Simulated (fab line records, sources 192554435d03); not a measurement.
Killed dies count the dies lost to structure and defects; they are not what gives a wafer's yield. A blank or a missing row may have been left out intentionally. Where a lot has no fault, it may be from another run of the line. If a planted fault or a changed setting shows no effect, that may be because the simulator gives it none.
Matching of chambers + flow n5_finfet + 4 sister chambers for N5_MOL_CONTACT_COAG_DESCUM_88 on rie_diel-05
The step chemistry O2, time 7 s. 4 wafers are shown with their chamber, then 10 later ones without.

## WAFERS PAIRED WITH THEIR CHAMBERS
| wafer  | chamber | showerhead_plenum_p_Torr (Torr) |
|--------|---------|---------------------------------|
| L093.1 | 2       | 2.20                            |
| L093.3 | 3       | 2.08                            |
| L093.4 | 0       | 2.19                            |
| L093.5 | 1       | 1.96                            |

## WAFERS WITHOUT THEIR CHAMBER
| wafer  | showerhead_plenum_p_Torr (Torr) |
|--------|---------------------------------|
| L093.6 | 2.20                            |
| L094.1 | 1.96                            |
| L094.2 | 2.20                            |
| L094.6 | 1.96                            |
| L095.1 | 2.20                            |
| L095.2 | 2.18                            |
| L095.3 | 1.96                            |
| L095.4 | 2.08                            |
| L095.5 | 1.96                            |
| L095.6 | 2.20                            |

## WHICH CHAMBER EACH WENT THROUGH
| wafer  | from the rows above | in truth |
|--------|---------------------|----------|
| L093.6 | 2                   | 2        |
| L094.1 | 1                   | 1        |
| L094.2 | 2                   | 2        |
| L094.6 | 1                   | 1        |
| L095.1 | 2                   | 2        |
| L095.2 | 0                   | 0        |
| L095.3 | 1                   | 1        |
| L095.4 | 3                   | 3        |
| L095.5 | 1                   | 1        |
| L095.6 | 2                   | 2        |
Placed correctly: 10 of 10. From these rows, 0 cannot be placed. Number placed wrongly: 0.
How it was worked out, from the rows above alone: a wafer's distance from a chamber is the root of the sum, over the readings, of the square of ((its reading less the chamber's mean) divided by the reading's scatter). If the next closest chamber is less than 2 further off than the closest, the wafer can't be placed; otherwise it belongs to the closest. For every chamber, the mean is computed from those of its wafers that are shown. The scatter: with one shown wafer a chamber, the root of the mean of the squares of how far each hidden wafer lies from its nearest shown one.
